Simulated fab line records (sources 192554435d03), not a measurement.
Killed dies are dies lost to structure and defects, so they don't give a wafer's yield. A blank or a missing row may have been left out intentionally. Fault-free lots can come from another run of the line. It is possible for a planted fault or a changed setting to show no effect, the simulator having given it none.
What tool caused it? -- flow n5_finfet -- 9 lots, 27 wafers sampled, at 5 steps of a route of 1938

WHAT THE GAUGES READ, wafer by wafer
N5_BEOL_M4_RC_MEAS_101. Usual: DIBL_N 36.3 mV/V, standard deviation 1.2; DIBL_P 36.3 mV/V, standard deviation 1.4; IOFF_N 0.160 nA/um, standard deviation 0.02; IOFF_P 0.210 nA/um, standard deviation 0.025; ION_N 675 uA/um, standard deviation 9.5; ION_P 462 uA/um, standard deviation 7; SS_N 71.5 mV/dec, standard deviation 0.53; SS_P 73.4 mV/dec, standard deviation 0.55; VT_N 249.5 mV, standard deviation 2.6; VT_P -250.1 mV, standard deviation 2.9.
lot,measured,on,DIBL_N (mV/V),DIBL_P (mV/V),IOFF_N (nA/um),IOFF_P (nA/um),ION_N (uA/um),ION_P (uA/um),SS_N (mV/dec),SS_P (mV/dec),VT_N (mV),VT_P (mV),flag
L537,day 9 18:59,prober-01,35.4 35.3 35.5,37.2 36.7 36.8,0.147 0.145 0.142,0.184 0.182 0.176,676 670 670,449 456 454,71.5 71.5 72.1,72.9 73.2 73.9,252.4 252.5 255.6,-253.0 -253.3 -251.6,
L540,day 10 05:20,prober-01,37.9 37.2 36.4,36.3 37.1 35.5,0.179 0.172 0.152,0.211 0.231 0.203,692 684 677,467 469 462,71.9 71.8 72.2,73.8 73.4 73.8,249.8 250.0 251.3,-250.3 -247.6 -250.0,
L542,day 10 08:15,prober-02,35.1 35.5 36.0,36.0 35.5 37.3,0.153 0.151 0.173,0.219 0.206 0.240,669 672 684,472 463 472,71.1 71.0 70.8,73.1 73.2 73.6,248.4 249.5 247.6,-247.9 -250.1 -244.8,
L543,day 11 07:54,prober-02,36.4 34.4 34.4,35.8 34.2 33.7,0.157 0.134 0.129,0.224 0.198 0.191,671 666 661,462 465 461,71.4 70.9 71.1,72.4 72.1 72.8,251.7 250.7 250.5,-247.5 -250.9 -251.9,
L544,day 12 02:34,prober-01,37.4 38.1 38.0,37.5 37.9 37.0,0.188 0.201 0.192,0.264 0.283 0.258,683 684 691,474 473 472,71.3 71.3 71.4,72.9 73.1 73.5,245.9 244.1 246.1,-243.1 -245.8 -245.2,
L546,day 12 23:57,prober-02,36.9 36.4 35.2,36.0 36.5 34.8,0.189 0.184 0.161,0.241 0.248 0.212,691 687 682,476 469 465,72.0 71.9 71.8,73.2 73.6 73.0,243.7 244.9 248.2,-246.1 -246.3 -247.9,
L554,day 14 22:32,prober-01,35.8 35.5 34.8,36.4 34.8 34.7,0.172 0.154 0.147,0.200 0.179 0.184,682 676 677,461 458 464,70.8 71.4 70.5,73.0 73.1 72.1,246.2 247.9 250.8,-253.4 -254.3 -251.8,
L551,day 15 05:05,prober-02,37.2 35.2 37.3,34.9 33.0 35.3,0.162 0.126 0.164,0.192 0.172 0.212,673 674 678,456 459 460,71.7 71.4 71.6,73.2 73.3 73.9,248.4 256.2 250.0,-251.6 -251.6 -249.3,
L557,day 15 20:00,prober-01,33.8 35.6 36.2,35.9 36.3 37.2,0.157 0.190 0.183,0.187 0.194 0.204,675 668 668,459 452 452,70.8 71.2 71.7,73.3 73.7 74.0,248.4 248.9 250.5,-252.7 -254.3 -252.4,

TOOL THAT RAN EACH LOT (tool first, then ch and the chambers of the sampled wafers, then the start)
lot,N5_BEOL_M3_STRIP_36,N5_BEOL_M3_STRIP_97,N5_BEOL_M3_ANNEAL_49,N5_BEOL_M3_ANNEAL_87
L537,"rie_diel-01 ch 1,2,3, day 8 21:01","rie_diel-01 ch 1,2,3, day 8 22:44 or earlier","pvd_sputter-01, day 8 22:44","pvd_sputter-01, day 8 23:23"
L540,"rie_diel-01 ch 0,3, day 9 16:44","rie_diel-01 ch 0,3, day 9 18:07 or earlier","pvd_sputter-02, day 9 18:07","pvd_sputter-02, day 9 18:47"
L542,"rie_diel-02 ch 0,2, day 9 16:52","rie_diel-02 ch 0,2, day 9 19:55 or earlier","pvd_sputter-03, day 9 19:55","pvd_sputter-03, day 9 20:35"
L543,"rie_diel-02 ch 2,3, day 10 08:58","rie_diel-02 ch 2,3, day 10 10:40 or earlier","pvd_sputter-01, day 10 10:40","pvd_sputter-01, day 10 11:20"
L544,"rie_diel-04 ch 0,1,2, day 10 20:16","rie_diel-04 ch 0,1,2, day 10 23:05 or earlier","pvd_sputter-03, day 10 23:05","pvd_sputter-03, day 10 23:44"
L546,"rie_diel-01 ch 0,1,2, day 11 07:08","rie_diel-01 ch 0,1,2, day 11 08:34 or earlier","pvd_sputter-01, day 11 08:34","pvd_sputter-01, day 11 09:14"
L554,"rie_diel-01 ch 0,2,3, day 13 19:58","rie_diel-01 ch 0,2,3, day 13 22:28 or earlier","pvd_sputter-03, day 13 22:28","pvd_sputter-03, day 13 23:08"
L551,"rie_diel-02 ch 0,1,3, day 13 22:30","rie_diel-02 ch 0,1,3, day 14 00:23 or earlier","pvd_sputter-01, day 14 00:23","pvd_sputter-01, day 14 01:02"
L557,"rie_diel-02 ch 1,2,3, day 14 03:35","rie_diel-02 ch 1,2,3, day 14 05:22 or earlier","pvd_sputter-02, day 14 05:22","pvd_sputter-02, day 14 06:01"
- N5_BEOL_M3_STRIP_36: strips in N2/H2.
- N5_BEOL_M3_STRIP_97: strips in N2/H2, time 10 s.
- N5_BEOL_M3_ANNEAL_49: time 240 s.
- N5_BEOL_M3_ANNEAL_87: time 240 s.

AS READ BY THE TOOLS THEMSELVES (means over the sampled wafers that have a number; for cases with no such wafer, the mark the record gives instead)
N5_BEOL_M3_STRIP_36. Usual: drypump_motor_current_A 5.3 A, standard deviation 0.41; oes_product_au 0.75 a.u., standard deviation 0.068; rf_vpp_V 59.4 V, standard deviation 1.5; showerhead_plenum_p_Torr 2.60 Torr, standard deviation 0.063; throttle_valve_pct 23.67 %, standard deviation 0.3.
lot,tool,drypump_motor_current_A (A),oes_product_au (a.u.),rf_vpp_V (V),showerhead_plenum_p_Torr (Torr),throttle_valve_pct (%),flag
L537,rie_diel-01,5.1,0.72,60.0,2.60,23.72,
L540,rie_diel-01,5.0,0.75,58.3,2.64,23.41,
L542,rie_diel-02,5.0,0.74,60.6,2.65,23.96,
L543,rie_diel-02,5.3,0.82,59.3,2.68,23.68,
L544,rie_diel-04,5.9,0.78,59.7,2.50,23.66,
L546,rie_diel-01,5.4,0.72,58.8,2.59,23.79,
L554,rie_diel-01,5.0,0.72,59.7,2.59,23.57,
L551,rie_diel-02,5.2,0.72,60.3,2.64,23.53,
L557,rie_diel-02,5.1,0.76,58.5,2.65,23.77,

N5_BEOL_M3_STRIP_97. Usual: drypump_motor_current_A 5.3 A, standard deviation 0.41; oes_product_au 0.75 a.u., standard deviation 0.067; rf_vpp_V 59.4 V, standard deviation 0.73; showerhead_plenum_p_Torr 2.60 Torr, standard deviation 0.063; throttle_valve_pct 23.67 %, standard deviation 0.3.
lot,tool,drypump_motor_current_A (A),oes_product_au (a.u.),rf_vpp_V (V),showerhead_plenum_p_Torr (Torr),throttle_valve_pct (%),flag
L537,rie_diel-01,5.2,0.73,59.6,2.60,23.73,
L540,rie_diel-01,4.9,0.74,59.7,2.64,23.42,
L542,rie_diel-02,5.0,0.73,60.4,2.65,23.96,
L543,rie_diel-02,5.3,0.81,59.9,2.68,23.66,
L544,rie_diel-04,5.9,0.78,59.0,2.50,23.66,
L546,rie_diel-01,5.4,0.73,59.3,2.59,23.80,
L554,rie_diel-01,5.1,0.72,59.9,2.59,23.57,
L551,rie_diel-02,5.2,0.72,59.5,2.64,23.53,
L557,rie_diel-02,5.2,0.77,59.5,2.65,23.76,

N5_BEOL_M3_ANNEAL_49. Usual: heater_power_w 784 W, standard deviation 110; susceptor_temp_C 400.02 C, standard deviation 0.25.
lot,tool,heater_power_w (W),susceptor_temp_C (C),flag
L537,pvd_sputter-01,780,400.17,
L540,pvd_sputter-02,752,400.02,
L542,pvd_sputter-03,703,399.87,
L543,pvd_sputter-01,796,399.80,
L544,pvd_sputter-03,780,400.06,
L546,pvd_sputter-01,746,399.83,
L554,pvd_sputter-03,-,-,OFF
L551,pvd_sputter-01,-,-,OFF
L557,pvd_sputter-02,754,399.68,

N5_BEOL_M3_ANNEAL_87. Usual: heater_power_w 782 W, standard deviation 110; susceptor_temp_C 400.01 C, standard deviation 0.21.
lot,tool,heater_power_w (W),susceptor_temp_C (C),flag
L537,pvd_sputter-01,791,399.97,
L540,pvd_sputter-02,761,399.86,
L542,pvd_sputter-03,703,399.95,
L543,pvd_sputter-01,800,400.15,
L544,pvd_sputter-03,781,400.19,
L546,pvd_sputter-01,761,400.00,
L554,pvd_sputter-03,772,399.92,
L551,pvd_sputter-01,750,399.84,
L557,pvd_sputter-02,752,399.96,

THE ANSWER, worked out from the rows above alone
Rule: take the mean of a lot's wafers that have a number; if it is more than 3 standard deviations from the usual mean, the lot is off. A lot without any number at a reading at which 4 lots or more have one is off too. Where the step has rows for the other lots, those lots are counted as sound. The gauges are gone through in route order, then the tools' own readings, and for those a lot's mean is taken as printed above. At the first step where some lot is off, the reading lying furthest off is the one used; lots without a number count as furthest.
Off at N5_BEOL_M3_ANNEAL_49 (heater_power_w): L554, L551. Without a number there: L554, L551.
A tool fits if, at that step or a process step before it, it ran every lot that is off, and no sound lot after the first of them. N5_BEOL_M3_STRIP_97: start missing for some lots; hours and lot order therefore follow N5_BEOL_M3_ANNEAL_49. Of those tried, none fits.

WHAT HAD BEEN PUT IN BY THE SIMULATOR
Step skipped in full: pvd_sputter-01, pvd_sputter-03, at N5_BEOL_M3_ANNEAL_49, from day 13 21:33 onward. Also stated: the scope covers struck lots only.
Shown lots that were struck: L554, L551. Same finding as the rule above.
